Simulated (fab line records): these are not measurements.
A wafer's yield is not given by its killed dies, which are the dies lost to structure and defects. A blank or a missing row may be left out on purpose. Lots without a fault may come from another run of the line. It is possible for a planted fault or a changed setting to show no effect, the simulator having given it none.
Commonality check across tools + flow nandHarc + 11 lots and 33 wafers in the sample

== REASON FOR OPENING ==
Flagged at NHARC_A_BLC_CD_MEAS_10: reading cdNm, on 2 of 11 lots. Fault-free wafers read 99.7 nm, with a standard deviation of 0.56.
Rule: flag the lot when none of its wafers has a number, or when each of its wafers that has one lies beyond 4 standard deviations from that mean. All remaining lots are regarded as sound.

| lot  | measured     | on       | cdNm (nm), wafer by wafer | flag    |
|------|--------------|----------|---------------------------|---------|
| L111 | day 23 17:46 | cdSem-02 | 99.2 99.7 98.7            |         |
| L115 | day 25 02:10 | cdSem-01 | 99.1 100.1 99.3           |         |
| L116 | day 25 07:05 | cdSem-01 | 99.5 99.8 100.0           |         |
| L121 | day 27 01:14 | cdSem-01 | 92.2 91.8 92.4            | FLAGGED |
| L120 | day 27 03:14 | cdSem-01 | 92.9 93.0 93.7            | FLAGGED |
| L125 | day 28 09:13 | cdSem-03 | 100.1 99.4 100.4          |         |
| L124 | day 28 13:51 | cdSem-01 | 99.3 100.0 100.3          |         |
| L123 | day 28 14:50 | cdSem-01 | 99.7 100.2 100.1          |         |
| L129 | day 30 09:02 | cdSem-02 | 99.0 99.2 99.6            |         |
| L131 | day 31 14:55 | cdSem-01 | 99.9 99.2 99.4            |         |
| L132 | day 32 03:21 | cdSem-02 | 100.6 100.0 100.0         |         |
The mean of the flagged lots' numbers is 92.7 nm, -7.0 nm from the usual (-13 standard deviations).

== EACH LOT AND THE TOOL IT RAN ON ==
4 process steps preceding the reading are held in the record, out of 1302 steps in the route. Read each cell as the tool, then ch plus the chambers that the sampled wafers visited, then the start.
| lot  | flag    | NHARC_A_CONTACT_ETCH_139           | NHARC_A_CONTACT_ETCH_92           | NHARC_A_CONTACT_ETCH_110          | NHARC_A_BLC_PEB_08               |
|------|---------|------------------------------------|-----------------------------------|-----------------------------------|----------------------------------|
| L111 |         | harCapEtch-03 ch 0,1, day 23 13:46 | rieDiel-12 ch 1,2,3, day 23 14:17 | rieDiel-12 ch 2,3, day 23 15:02   | lithoTrack-01 ch 0, day 23 17:41 |
| L115 |         | harCapEtch-02 ch 1, day 24 22:25   | rieDiel-12 ch 0,1, day 24 23:02   | rieDiel-12 ch 0,1, day 24 23:35   | lithoTrack-01 ch 0, day 25 02:05 |
| L116 |         | harCapEtch-01 ch 0,1, day 25 03:31 | rieDiel-13 ch 1,2, day 25 04:01   | rieDiel-02 ch 0,1,3, day 25 04:32 | lithoTrack-01 ch 0, day 25 07:00 |
| L121 | FLAGGED | harCapEtch-02 ch 0,1, day 26 21:31 | rieDiel-12 ch 0,1,2, day 26 22:05 | rieDiel-02 ch 0,1,2, day 26 22:35 | lithoTrack-01 ch 0, day 27 01:09 |
| L120 | FLAGGED | harCapEtch-01 ch 0,1, day 26 23:25 | rieDiel-02 ch 0,1, day 27 00:04   | rieDiel-02 ch 1,3, day 27 00:35   | lithoTrack-01 ch 0, day 27 03:09 |
| L125 |         | harCapEtch-01 ch 1, day 28 05:29   | rieDiel-12 ch 1,3, day 28 06:04   | rieDiel-12 ch 1,2,3, day 28 06:34 | lithoTrack-06 ch 0, day 28 09:08 |
| L124 |         | harCapEtch-03 ch 0,1, day 28 10:11 | rieDiel-12 ch 0,2,3, day 28 10:43 | rieDiel-12 ch 0,3, day 28 11:12   | lithoTrack-06 ch 0, day 28 13:46 |
| L123 |         | harCapEtch-01 ch 0,1, day 28 11:14 | rieDiel-13 ch 1,2,3, day 28 11:42 | rieDiel-12 ch 1,2, day 28 12:17   | lithoTrack-04 ch 0, day 28 14:44 |
| L129 |         | harCapEtch-03 ch 0,1, day 30 04:25 | rieDiel-12 ch 0,1,3, day 30 04:55 | rieDiel-12 ch 0,1,2, day 30 05:38 | lithoTrack-04 ch 0, day 30 08:58 |
| L131 |         | harCapEtch-02 ch 0,1, day 31 11:11 | rieDiel-13 ch 0,1,2, day 31 11:43 | rieDiel-13 ch 1,2,3, day 31 12:17 | lithoTrack-06 ch 0, day 31 14:50 |
| L132 |         | harCapEtch-03 ch 0,1, day 31 23:44 | rieDiel-12 ch 0,1,3, day 32 00:19 | rieDiel-13 ch 1,2, day 32 00:50   | lithoTrack-04 ch 0, day 32 03:16 |
What is done by these steps:
- NHARC_A_CONTACT_ETCH_139: etches the open film in C4F8/O2/Ar, time 195 s, target depth 840 nm.
- NHARC_A_CONTACT_ETCH_92: etches the open film in CH3F/O2, target depth 40 nm, time 85.7 s.
- NHARC_A_CONTACT_ETCH_110: etches the open film in CF4/O2, target depth 60 nm, overetch 6 nm, time 33 s.
- NHARC_A_BLC_PEB_08: peb time 65 s.
- NHARC_A_BLC_CD_MEAS_10: target cd 100 nm.

== FLAGGED OVER TOTAL, TOOL BY TOOL (the gauges that took the reading come last) ==
| step                     | tool          | lots run | flagged | share of the flagged lots | sound lots run after its first flagged lot |
|--------------------------|---------------|----------|---------|---------------------------|--------------------------------------------|
| NHARC_A_CONTACT_ETCH_139 | harCapEtch-01 | 4        | 1       | some                      | 2 (L125,L123)                              |
| NHARC_A_CONTACT_ETCH_139 | harCapEtch-02 | 3        | 1       | some                      | 1 (L131)                                   |
| NHARC_A_CONTACT_ETCH_139 | harCapEtch-03 | 4        | 0       | none                      | -                                          |
| NHARC_A_CONTACT_ETCH_92  | rieDiel-02    | 1        | 1       | some                      | 0                                          |
| NHARC_A_CONTACT_ETCH_92  | rieDiel-12    | 7        | 1       | some                      | 4 (L125,L124,L129,L132)                    |
| NHARC_A_CONTACT_ETCH_92  | rieDiel-13    | 3        | 0       | none                      | -                                          |
| NHARC_A_CONTACT_ETCH_110 | rieDiel-02    | 3        | 2       | all                       | 0                                          |
| NHARC_A_CONTACT_ETCH_110 | rieDiel-12    | 6        | 0       | none                      | -                                          |
| NHARC_A_CONTACT_ETCH_110 | rieDiel-13    | 2        | 0       | none                      | -                                          |
| NHARC_A_BLC_PEB_08       | lithoTrack-01 | 5        | 2       | all                       | 0                                          |
| NHARC_A_BLC_PEB_08       | lithoTrack-04 | 3        | 0       | none                      | -                                          |
| NHARC_A_BLC_PEB_08       | lithoTrack-06 | 3        | 0       | none                      | -                                          |
| NHARC_A_BLC_CD_MEAS_10   | cdSem-01      | 7        | 2       | all                       | 3 (L124,L123,L131)                         |
| NHARC_A_BLC_CD_MEAS_10   | cdSem-02      | 3        | 0       | none                      | -                                          |
| NHARC_A_BLC_CD_MEAS_10   | cdSem-03      | 1        | 0       | none                      | -                                          |

== WHAT IS ALLOWED BY THE TABLE ==
All flagged lots were run by 3 table rows, namely rieDiel-02 at NHARC_A_CONTACT_ETCH_110, lithoTrack-01 at NHARC_A_BLC_PEB_08, cdSem-01 at NHARC_A_BLC_CD_MEAS_10.
- rieDiel-02 at NHARC_A_CONTACT_ETCH_110 ran 3 lots, 2 of them flagged. Last sound lot L116 at day 25 04:32, first flagged lot L121 at day 26 22:35; a fault beginning in between fits.
- lithoTrack-01 at NHARC_A_BLC_PEB_08 ran 5 lots, 2 of them flagged. Last sound lot L116 at day 25 07:00, first flagged lot L121 at day 27 01:09; a fault beginning in between fits. Its own readings lie more than 4 standard deviations out on every wafer of the flagged lots: heaterPowerTotalW, plateTempC.
- cdSem-01 at NHARC_A_BLC_CD_MEAS_10 ran 7 lots, 2 of them flagged. Sound lots followed the first flagged one (L124, L123, L131) on it, something a lasting fault affecting the whole tool could not allow.
Because each of these 2 tools fits a fault that began at some hour, counting lots does not separate them. More lots, or a look at what each step does to the wafer, might.

== WHAT THE SIMULATOR PUT IN ==
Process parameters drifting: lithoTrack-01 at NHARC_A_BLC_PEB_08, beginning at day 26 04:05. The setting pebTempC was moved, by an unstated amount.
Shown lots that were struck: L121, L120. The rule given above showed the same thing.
